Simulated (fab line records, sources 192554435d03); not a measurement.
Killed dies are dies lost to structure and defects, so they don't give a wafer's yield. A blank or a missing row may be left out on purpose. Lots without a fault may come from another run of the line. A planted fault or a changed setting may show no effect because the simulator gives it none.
fab line records | flow n5_finfet
record lots=7 wafers=21
route steps=1938 shown BEOL_M2@873 BEOL_M4@1070 BEOL_M5@1132 BEOL_M6@1197 BEOL_M7@1266
start_h: hours from the record's first day to the start of the lot's first wafer shown | wait_h: hours since the lot's step before | " the same as in the row above | L1.1+2: a row that stands for several wafers | - no value, or no start given | * or withheld: withheld | < > ~ a bound
route shown NAME@n: a module of which the file shows steps, and the number in the route of the first | usual: mean/standard deviation of fault-free wafers | same: alike in all rows | chamber/n: place in a boat | sites: the reading at each site | _std_site: their standard deviation | _edge_site: outer sites' mean less inner sites' | radius_mm: how far each site lies from the wafer's centre | mask NAME#n: copy n | behind: the tool/chamber that last shaped the wafer | hold: why the lot was held/for how many hours/how that ended | device: the transistor (n, p or np) that didn't switch | end of line: the same wafers' tests at the end of the route | a step without rows: its recipe alone | killed: dies lost to structure and defects at the first sort, not the wafer's yield | map: a wafer's dies, x killed, . not, _ none there
set.NAME: the setting as run; set.NAME@STEP: as run at that earlier step | model.NAME: the simulator's own value behind a step, which no gauge read
lots whose settings were changed on purpose; a table a step, a row a wafer
## steps
# step N5_BEOL_M2_EXPOSE_25
# recipe mask_id=V1 na=0.33 source_shape=quasar sigma_inner=0.2 sigma_outer=0.8 polarization=unpolarized defocus_nm=5 dose_mj=63
# columns lot.wafer tool chamber start_h wait_h mask set.dose_mj
L075.2 euv_scanner-02 0 147.49 - V1#0 59.61
L075.3+6 " 0 " " V1#0 63
L077.1+4+5 euv_scanner-02 0 148.52 - V1#0 63
L082.2+4 euv_scanner-01 0 187.25 - V1#0 66.01
L082.5 " 0 " " V1#0 63
L083.2+6 euv_scanner-02 0 190.59 - V1#0 66.62
L083.3 " 0 " " V1#0 63
L088.1+2 euv_scanner-01 0 221.78 - V1#0 63
L088.6 " 0 " " V1#0 65.37
L089.1+3+4 euv_scanner-02 0 227.43 - V1#0 63
L097.2+4 euv_scanner-02 0 285.85 - V1#0 63
L097.5 " 0 " " V1#0 61.37
# step N5_BEOL_M2_PEB_26
# recipe peb_temp_c=100 peb_time_s=60 resist=CAR-EUV
# step N5_BEOL_M2_DEVELOP_27
# recipe develop_time_s=30 developer=TMAH resist=CAR-EUV rinse_liquid=surfactant_rinse dry=air_spin dev_temp_c=23
# step N5_BEOL_M2_CD_MEAS_28
# recipe target_cd_nm=26.2 landing_energy_ev=500 detector=se_inlens target_cd_y_nm=24.1 polarity=opening
# usual cd_nm=26.17/0.24
# columns lot.wafer tool chamber start_h wait_h set.dose_mj@BEOL_M2_EXPOSE_25 cd_nm
L075.2 cd_sem-03 0 147.63 - 59.61 25.27
L075.3 " 0 " " 63 26.35
L075.6 " 0 " " 63 26.34
L077.1 cd_sem-03 0 148.66 - 63 26.34
L077.4 " 0 " " 63 26.36
L077.5 " 0 " " 63 26.16
L082.2 cd_sem-01 0 187.39 - 66.01 27.04
L082.4 " 0 " " 66.01 27.07
L082.5 " 0 " " 63 26.36
L083.2 cd_sem-03 0 190.73 - 66.62 27.43
L083.3 " 0 " " 63 26.22
L083.6 " 0 " " 66.62 27.22
L088.1 cd_sem-01 0 221.93 - 63 26.39
L088.2 " 0 " " 63 26.24
L088.6 " 0 " " 65.37 26.86
L089.1 cd_sem-03 0 227.58 - 63 26.19
L089.3 " 0 " " 63 26.12
L089.4 " 0 " " 63 26.10
L097.2 cd_sem-02 0 285.99 - 63 26.43
L097.4 " 0 " " 63 26.24
L097.5 " 0 " " 61.37 25.76
# step N5_BEOL_M2_ALD_98
# recipe material=SiO2 target_thk_a=25 temp_c=100 ald_precursor_family=BDEAS ald_co_reactant=O2-plasma pulse_time_s=1 co_reactant_pulse_time_s=1 purge_time_s=2 co_reactant_purge_time_s=2 ald_cycles=17 pressure_torr=2
# step N5_BEOL_M2_ETCHBACK_99
# recipe chemistry=CHF3 target=SiO2 target_depth_a=50 time_s=10.4 source_w=215 bias_w=47 Ar_flow_sccm=200 CHF3_flow_sccm=12 ion_energy_ev=100 pressure_mtorr=30
# step N5_BEOL_M2_ETCH_70
# recipe chemistry=N2/H2 target=SOC target_depth_a=800 overetch_a=240 mask_material=SiARC temp_c=40 time_s=130 ion_energy_ev=200 pressure_mtorr=30 source_w=840 bias_w=150 n2_flow_sccm=200 h2_flow_sccm=200
# columns lot.wafer tool chamber start_h wait_h set.spin_rpm@BEOL_M2_COAT_67 model.etch.depth_nm
L075.2 rie_diel-06 0 149.50 0.0 1500 60.2
L075.3 " 2 " " 1500 60.13
L075.6 " 0 " " 1551 58.94
L077.1 rie_diel-02 1 149.57 0.0 1500 60.2
L077.4 " 0 " " 1500 60.26
L077.5 " 1 " " 1500 60.24
L082.2 rie_diel-06 0 190.79 0.0 1500 60.03
L082.4 " 3 " " 1500 60.08
L082.5 " 2 " " 1500 60.04
L083.2+6 rie_diel-02 0,2 201.88 0.0 1500 59.93
L083.3 " 1 " " 1500 59.84
L088.1 rie_diel-01 2 229.31 0.0 1500 59.93
L088.2 " 0 " " 1500 60.05
L088.6 " 0 " " 1500 59.86
L089.1 rie_diel-02 2 234.11 0.0 1500 60.24
L089.3 " 1 " " 1500 60.39
L089.4 " 3 " " 1660 57.19
L097.2 rie_diel-01 2 287.08 0.0 1500 60.04
L097.4 " 3 " " 1500 59.97
L097.5 " 1 " " 1500 60.14
# step N5_BEOL_M4_TRENCH_ETCH_37
# recipe chemistry=C4F6/O2 target_depth_a=555.55 target=SiOC time_s=29.2 ion_energy_ev=250 pressure_mtorr=30 source_w=355 bias_w=185 Ar_flow_sccm=300 C4F6_flow_sccm=10 O2_flow_sccm=10
# columns lot.wafer tool chamber start_h wait_h set.time_s model.BEOL_M4.feature_depth_nm model.etch.depth_nm
L077.1 rie_diel-06 0 - - 29.2 53 53.07
L077.4 " 1 " " 29.2 56 56.06
L077.5 " 1 " " 29.2 56.8 56.9
L075.2 rie_diel-02 0 - - 34.41 64.6 64.52
L075.3 " 3 " " 29.2 55.6 55.66
L075.6 " 1 " " 29.2 55.2 55.15
L082.2 rie_diel-06 0 - - 29.2 53.4 53.46
L082.4 " 1 " " 25.18 48.6 48.65
L082.5 " 0 " " 29.2 53.2 53.18
L083.2 rie_diel-02 1 - - 35.4 67 67.07
L083.3 " 0 " " 35.4 65.8 65.79
L083.6 " 1 " " 35.4 67 66.93
L088.1 rie_diel-02 1 - - 29.2 54.2 54.22
L088.2 " 0 " " 31.07 58 57.93
L088.6 " 1 " " 29.2 54.8 54.75
L089.1 rie_diel-02 1 - - 31.09 59.2 59.28
L089.3 " 3 " " 29.2 56 55.98
L089.4 " 0 " " 29.2 55.8 55.76
L097.2 rie_diel-01 0 - - 23.16 43.2 43.19
L097.4 " 3 " " 29.2 57.2 57.28
L097.5 " 3 " " 29.2 57.2 57.27
# step N5_BEOL_M4_ETCH_41
# recipe chemistry=CH3F/O2 target=SiCN target_depth_a=299 taper_deg=2 time_s=52.5 ion_energy_ev=120 mask_material=TiN pressure_mtorr=30 source_w=395 bias_w=75 Ar_flow_sccm=150 CH3F_flow_sccm=30 O2_flow_sccm=20
# step N5_BEOL_M4_STRIP_97
# recipe chemistry=N2/H2 time_s=10 power_w=450 temp_c=40 pressure_mtorr=20 rf_frequency_hz=6e+07 bias_power_w=7 n2_flow_sccm=200 h2_flow_sccm=200
# step N5_BEOL_M4_OCD_MEAS_38
# usual trench_depth_nm=55.2/0.93
# columns lot.wafer tool chamber start_h wait_h set.time_s@BEOL_M4_TRENCH_ETCH_37 trench_depth_nm
L077.1 ocd-02 - 173.16 - 29.2 52.9
L077.4 " - " " 29.2 56.7
L077.5 " - " " 29.2 56.8
L075.2 ocd-01 - 176.81 - 34.41 63.9
L075.3 " - " " 29.2 55.5
L075.6 " - " " 29.2 55.4
L082.2 ocd-02 - 220.18 - 29.2 53.8
L082.4 " - " " 25.18 48.8
L082.5 " - " " 29.2 53.1
L083.2 ocd-01 - 226.49 - 35.4 67.3
L083.3 " - " " 35.4 66.0
L083.6 " - " " 35.4 66.6
L088.1 ocd-01 - 251.39 - 29.2 54.1
L088.2 " - " " 31.07 57.5
L088.6 " - " " 29.2 54.9
L089.1 ocd-02 - 258.35 - 31.09 59.5
L089.3 " - " " 29.2 56.1
L089.4 " - " " 29.2 55.6
L097.2 ocd-01 - 343.74 - 23.16 43.2
L097.4 " - " " 29.2 57.2
L097.5 " - " " 29.2 57.4
# step N5_BEOL_M4_HM_STRIP_39
# recipe chemistry=peroxide_tin_strip material=TiN target_depth_a=250 temp_c=50 time_s=158
# step N5_BEOL_M4_SRD_40
# recipe time_s=30 temp_c=23 rinse_liquid=diw dry=ipa_marangoni
# step N5_BEOL_M4_ECD_50
# recipe material=Cu target_thk_a=3000
# step N5_BEOL_M4_ANNEAL_51
# recipe temp_c=225 time_s=90 ambient=N2
# step N5_BEOL_M4_CMP_52
# recipe stop_on=SiOC t_overpolish_s=6.8 down_force_psi=1 platen_rpm=50 clearing_platen_down_force_psi=1.5 clearing_platen_rpm=50 post_cmp_clean=cu_alkaline target_thk_nm=40 clearing_platen_pad_velocity_m_s=0.99484 pad_velocity_m_s=0.99484
# columns lot.wafer tool chamber start_h wait_h set.time_s@BEOL_M4_TRENCH_ETCH_37 model.Cu_of_BEOL_M4_ECD_50.thk_nm
L077.4 cmp-01 2 177.76 0.2 29.2 40
L077.1 " 3 " " 29.2 38.2
L077.5 " 1 " " 29.2 41.8
L075.3 cmp-02 1 180.25 0.2 29.2 41.8
L075.2 " 3 " " 34.41 50.4
L075.6 " 1 " " 29.2 40.4
L082.4 cmp-01 0 223.45 0.4 25.18 34.2
L082.2 " 1 " " 29.2 40.2
L082.5 " 3 " " 29.2 38.8
L083.3 cmp-04 2 229.67 0.2 35.4 49.6
L083.2 " 3 " " 35.4 52.8
L083.6 " 3 " " 35.4 52.2
L088.1 cmp-01 0 256.27 0.3 29.2 40.2
L088.2 " 3 " " 31.07 43
L088.6 " 1 " " 29.2 40.8
L089.4 cmp-04 1 263.32 0.1 29.2 39
L089.3 " 2 " " 29.2 38.6
L089.1 " 3 " " 31.09 43.2
L097.4 cmp-02 2 347.56 0.2 29.2 41
L097.2 " 3 " " 23.16 28.2
L097.5 " 1 " " 29.2 43.6
# step N5_BEOL_M4_THK_MEAS_53
# recipe thk_meas_gauge=xrf reads=Cu_of_BEOL_M4_ECD_50
# usual M4_THK=40.1/1.4
# columns lot.wafer tool chamber start_h wait_h set.time_s@BEOL_M4_TRENCH_ETCH_37 M4_THK[nm]
L077.1 film_metro-01 - 177.98 - 29.2 38.6
L077.4 " - " " 29.2 40.2
L077.5 " - " " 29.2 42.2
L075.2 film_metro-02 - 180.51 - 34.41 51.2
L075.3 " - " " 29.2 42.4
L075.6 " - " " 29.2 41.1
L082.2 film_metro-01 - 223.67 - 29.2 40.4
L082.4 " - " " 25.18 34.2
L082.5 " - " " 29.2 38.9
L083.2 film_metro-02 - 229.97 - 35.4 53.8
L083.3 " - " " 35.4 50.7
L083.6 " - " " 35.4 53.4
L088.1 film_metro-01 - 256.56 - 29.2 40.3
L088.2 " - " " 31.07 43.3
L088.6 " - " " 29.2 41.0
L089.1 film_metro-01 - 263.61 - 31.09 43.5
L089.3 " - " " 29.2 38.7
L089.4 " - " " 29.2 39.1
L097.2 film_metro-02 - 347.81 - 23.16 28.2
L097.4 " - " " 29.2 41.0
L097.5 " - " " 29.2 43.9
# step N5_BEOL_M5_ETCH_62
# recipe chemistry=N2/H2 target=SOC target_depth_a=750 overetch_a=150 mask_material=SiARC temp_c=40 time_s=112.5 ion_energy_ev=200 pressure_mtorr=30 source_w=840 bias_w=150 n2_flow_sccm=200 h2_flow_sccm=200
# usual rf_vpp_V=524.5/2.8
# columns lot.wafer tool chamber start_h wait_h set.source_w rf_vpp_V
L077.1 rie_diel-03 1 181.63 0.0 840 524.6
L077.4 " 0 " " 840 520.3
L077.5 " 3 " " 840 523.3
L075.2 rie_diel-05 0 184.47 0.0 840 529.2
L075.3 " 3 " " 798 530.2
L075.6 " 0 " " 840 527.7
L082.2 rie_diel-04 2 227.92 0.0 840 519.8
L082.4 " 0 " " 939.9 505.5
L082.5 " 3 " " 939.9 506.0
L083.2 rie_diel-05 1 235.15 0.0 840 528.1
L083.3 " 0 " " 840 525.8
L083.6 " 1 " " 840 528.1
L088.1 rie_diel-04 3 259.81 0.0 840 527.5
L088.2 " 1 " " 840 527.7
L088.6 " 0 " " 973.2 498.6
L089.1 rie_diel-03 1 266.49 0.0 840 523.0
L089.3 " 3 " " 840 520.5
L089.4 " 2 " " 840 524.2
L097.2 rie_diel-05 3 351.29 0.0 840 523.6
L097.4 " 0 " " 840 528.7
L097.5 " 0 " " 840 527.1
# step N5_BEOL_M6_PECVD_70
# recipe material=SiO2 target_thk_a=200 temp_c=400 precursor=TEOS/O2 pressure_torr=5.5 rf_w=450 teos_flow_sccm=53.8 gas=O2 flow_sccm=3000 time_s=22.7
# columns lot.wafer tool chamber start_h wait_h set.time_s model.SiO2_of_BEOL_M6_PECVD_70.thk_nm
L077.1 pecvd-04 0 192.38 0.0 22.7 20
L077.4 " 1 " " 22.7 20.2
L077.5 " 0 " " 22.7 20.4
L075.2 pecvd-02 1 207.31 0.0 26.01 22.6
L075.3 " 0 " " 22.7 19.8
L075.6 " 2 " " 22.7 20
L082.2 pecvd-03 0 239.45 0.0 22.7 20.2
L082.4 " 0 " " 22.7 20.4
L082.5 " 2 " " 23.79 21.4
L083.2+3 pecvd-04 1,0 246.43 0.0 20.17 17.6
L083.6 " 0 " " 22.7 20.2
L088.1 pecvd-04 1 271.66 0.0 21.16 18.4
L088.2 " 0 " " 21.16 18.8
L088.6 " 2 " " 22.7 19.8
L089.1 pecvd-02 2 276.99 0.0 22.7 20
L089.3 " 0 " " 22.7 19.6
L089.4 " 2 " " 22.7 20.2
L097.2 pecvd-03 1 361.00 0.0 19.67 17.2
L097.4 " 1 " " 22.7 20.2
L097.5 " 0 " " 19.67 18
# step N5_BEOL_M6_EXPOSE_08
# recipe mask_id=M6 na=1.35 source_shape=dipole sigma_inner=0.817 sigma_outer=0.97 polarization=te dose_mj=68.25
# columns lot.wafer tool chamber start_h wait_h mask set.dose_mj
L077.1+4+5 arfi_scanner-02 0 197.48 - M6#0 68.25
L075.2+3 arfi_scanner-02 0 209.27 - M6#0 65.47
L075.6 " 0 " " M6#0 68.25
L082.2+4+5 arfi_scanner-03 0 240.24 - M6#0 68.25
L083.2+3+6 arfi_scanner-03 0 248.00 - M6#0 68.25
L088.1+2+6 arfi_scanner-02 0 274.33 - M6#0 68.25
L089.1+3+4 arfi_scanner-01 0 278.94 - M6#0 68.25
L097.2 arfi_scanner-01 0 362.65 - M6#0 68.25
L097.4+5 " 0 " " M6#0 72.52
# step N5_BEOL_M6_PEB_09
# recipe peb_temp_c=withheld peb_time_s=60 resist=CAR-ArF
# step N5_BEOL_M6_DEVELOP_10
# recipe develop_time_s=30 developer=TMAH resist=CAR-ArF rinse_liquid=diw dry=air_spin dev_temp_c=23
# step N5_BEOL_M6_DESCUM_16
# recipe chemistry=O2 time_s=7.9 source_power_w=50 bias_power_w=20 pressure_mtorr=20 rf_frequency_hz=2.712e+07 temp_c=40 resist=CAR-ArF o2_flow_sccm=225
# step N5_BEOL_M6_ETCH_61
# recipe chemistry=CF4 target=SiARC target_depth_a=455 mask_material=CAR-ArF time_s=75.8 ion_energy_ev=80 pressure_mtorr=40 source_w=545 bias_w=36 Ar_flow_sccm=100 cf4_flow_sccm=100 ends=cleared
# columns lot.wafer tool chamber start_h wait_h set.dose_mj@BEOL_M6_EXPOSE_08 model.BEOL_M6.cd_offset_nm
L077.1 rie_diel-02 3 197.73 0.0 68.25 0.2
L077.4 " 1 " " 68.25 1.2
L077.5 " 3 " " 68.25 0.6
L075.2 rie_diel-02 1 209.52 0.0 65.47 -2
L075.3 " 3 " " 65.47 -2.2
L075.6 " 3 " " 68.25 -0.2
L082.2 rie_diel-01 1 240.48 0.0 68.25 -0.4
L082.4 " 0 " " 68.25 -0.2
L082.5 " 1 " " 68.25 0
L083.2 rie_diel-06 3 248.25 0.0 68.25 0.8
L083.3 " 1 " " 68.25 1
L083.6 " 1 " " 68.25 0.2
L088.1+6 rie_diel-06 1,2 274.59 0.0 68.25 0.8
L088.2 " 3 " " 68.25 0.6
L089.1 rie_diel-01 2 279.19 0.0 68.25 1.4
L089.3+4 " 0,1 " " 68.25 1
L097.2 rie_diel-01 0 362.90 0.0 68.25 0.8
L097.4 " 1 " " 72.52 3.6
L097.5 " 0 " " 72.52 2.8
# step N5_BEOL_M6_ETCH_62
# recipe chemistry=N2/H2 target=SOC target_depth_a=1100 overetch_a=220 mask_material=SiARC temp_c=40 time_s=165 ion_energy_ev=200 pressure_mtorr=30 source_w=840 bias_w=150 n2_flow_sccm=200 h2_flow_sccm=200
# columns lot.wafer tool chamber start_h wait_h set.time_s model.SiARC_of_BEOL_M6_COAT_60.thk_nm
L077.1+5 rie_diel-02 3 197.79 0.0 165 28
L077.4 " 1 " " 165 28.4
L075.2 rie_diel-02 1 209.58 0.0 190.5 27.6
L075.3+6 " 3 " " 165 28.2
L082.2+5 rie_diel-01 1 240.54 0.0 165 28
L082.4 " 0 " " 165 28.2
L083.2 rie_diel-06 3 248.30 0.0 165 28.2
L083.3+6 " 1 " " 165 27.8
L088.1 rie_diel-06 1 274.64 0.0 165 28
L088.2 " 3 " " 165 28.4
L088.6 " 2 " " 165 28.2
L089.1 rie_diel-01 2 279.25 0.0 165 28.4
L089.3+4 " 0,1 " " 135.3 29.4
L097.2 rie_diel-01 0 362.95 0.0 165 28.4
L097.4 " 1 " " 165 28.2
L097.5 " 0 " " 133.4 29.6
# step N5_BEOL_M6_STRIP_68
# recipe chemistry=N2/H2 temp_c=40 n2_flow_sccm=200 h2_flow_sccm=200 rf_frequency_hz=6e+07
# step N5_BEOL_M6_STRIP_67
# recipe chemistry=CF4 resist=SiARC power_w=300 bias_power_w=75 pressure_mtorr=50 cf4_flow_sccm=150 rf_frequency_hz=6e+07
# step N5_BEOL_M6_STRIP_80
# recipe chemistry=N2/H2 time_s=10 power_w=450 temp_c=40 pressure_mtorr=20 rf_frequency_hz=6e+07 bias_power_w=7 n2_flow_sccm=200 h2_flow_sccm=200
# step N5_BEOL_M6_HM_STRIP_39
# recipe chemistry=peroxide_tin_strip material=TiN target_depth_a=250 temp_c=50 time_s=158
# columns lot.wafer tool chamber start_h wait_h set.time_s@BEOL_M6_PECVD_70 model.SiO2_of_BEOL_M6_PECVD_70.thk_nm
L077.1+4 wet_bench-06 7,0 201.23 0.1 22.7 20
L077.5 " 6 " " 22.7 20.2
L075.2 wet_bench-06 3 210.83 0.0 26.01 22.4
L075.3 " 0 " " 22.7 19.6
L075.6 " 2 " " 22.7 19.8
L082.2 wet_bench-02 2 243.87 0.0 22.7 20
L082.4 " 1 " " 22.7 20.4
L082.5 " 7 " " 23.79 21.2
L083.2 wet_bench-04 5 250.63 0.0 20.17 17.6
L083.3 " 4 " " 20.17 17.4
L083.6 " 7 " " 22.7 20
L088.1 wet_bench-04 5 279.20 0.0 21.16 18.4
L088.2 " 2 " " 21.16 18.8
L088.6 " 6 " " 22.7 19.6
L089.1 wet_bench-06 7 280.63 0.0 22.7 19.8
L089.3 " 0 " " 22.7 19.4
L089.4 " 6 " " 22.7 20
L097.2 wet_bench-06 5 364.80 0.0 19.67 17
L097.4 " 4 " " 22.7 20
L097.5 " 6 " " 19.67 17.8
# step N5_BEOL_M7_PECVD_70
# recipe material=SiO2 target_thk_a=200 temp_c=400 precursor=TEOS/O2 pressure_torr=5.5 rf_w=450 teos_flow_sccm=53.8 gas=O2 flow_sccm=3000 time_s=22.7
# columns lot.wafer tool chamber start_h wait_h set.time_s model.SiO2_of_BEOL_M7_PECVD_70.thk_nm
L077.1 pecvd-01 1 205.69 0.0 22.7 19.6
L077.4+5 " 1,0 " " 22.7 20
L075.2 pecvd-02 0 216.90 0.0 22.7 20
L075.3 " 1 " " 20.41 18
L075.6 " 2 " " 22.7 20.2
L082.2+5 pecvd-04 2,0 248.00 0.0 22.7 20.4
L082.4 " 2 " " 24.77 22.4
L083.2 pecvd-02 2 253.85 0.0 19.44 17.2
L083.3 " 1 " " 22.7 20
L083.6 " 1 " " 22.7 20.6
L088.1 pecvd-02 0 283.10 0.0 19.54 17.4
L088.2 " 1 " " 22.7 20
L088.6 " 2 " " 19.54 17.6
L089.1 pecvd-01 0 287.11 0.0 22.7 20
L089.3 " 2 " " 23.79 20.4
L089.4 " 2 " " 23.79 21
L097.2 pecvd-02 0 367.80 0.0 22.7 19.4
L097.4 " 1 " " 22.7 20
L097.5 " 2 " " 21.8 19.4
## key
split step=N5_BEOL_M2_EXPOSE_25 setting=dose_mj stated=63 by=wafer
response step=N5_BEOL_M2_CD_MEAS_28 reading=cd_nm change=+0.179 per=1% r=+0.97
split step=N5_BEOL_M4_TRENCH_ETCH_37 setting=time_s stated=29.2 by=wafer
response step=N5_BEOL_M4_TRENCH_ETCH_37 reading=model.BEOL_M4.feature_depth_nm change=+0.552 per=1% r=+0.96
response step=N5_BEOL_M4_TRENCH_ETCH_37 reading=model.etch.depth_nm change=+0.552 per=1% r=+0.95
response step=N5_BEOL_M4_OCD_MEAS_38 reading=trench_depth_nm change=+0.539 per=1% r=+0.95
response step=N5_BEOL_M4_CMP_52 reading=model.Cu_of_BEOL_M4_ECD_50.thk_nm change=+0.565 per=1% r=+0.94
response step=N5_BEOL_M4_THK_MEAS_53 reading=M4_THK change=+0.574 per=1% r=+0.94
split step=N5_BEOL_M5_ETCH_62 setting=source_w stated=840 by=wafer
response step=N5_BEOL_M5_ETCH_62 reading=rf_vpp_V change=-1.52 per=1% r=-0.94
split step=N5_BEOL_M6_PECVD_70 setting=time_s stated=22.7 by=wafer
response step=N5_BEOL_M6_PECVD_70 reading=model.SiO2_of_BEOL_M6_PECVD_70.thk_nm change=+0.199 per=1% r=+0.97
response step=N5_BEOL_M6_HM_STRIP_39 reading=model.SiO2_of_BEOL_M6_PECVD_70.thk_nm change=+0.194 per=1% r=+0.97
split step=N5_BEOL_M6_EXPOSE_08 setting=dose_mj stated=68.25 by=wafer
response step=N5_BEOL_M6_ETCH_61 reading=model.BEOL_M6.cd_offset_nm change=+0.408 per=1% r=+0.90
split step=N5_BEOL_M6_ETCH_62 setting=time_s stated=165 by=wafer
response step=N5_BEOL_M6_ETCH_62 reading=model.SiARC_of_BEOL_M6_COAT_60.thk_nm change=-0.0561 per=1% r=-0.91
split step=N5_BEOL_M7_PECVD_70 setting=time_s stated=22.7 by=wafer
response step=N5_BEOL_M7_PECVD_70 reading=model.SiO2_of_BEOL_M7_PECVD_70.thk_nm change=+0.198 per=1% r=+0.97
split outside_this_file step=N5_BEOL_M2_COAT_67 setting=spin_rpm
# split outside_this_file: this setting was split too, and the file shows its column; the key of that split is in another file
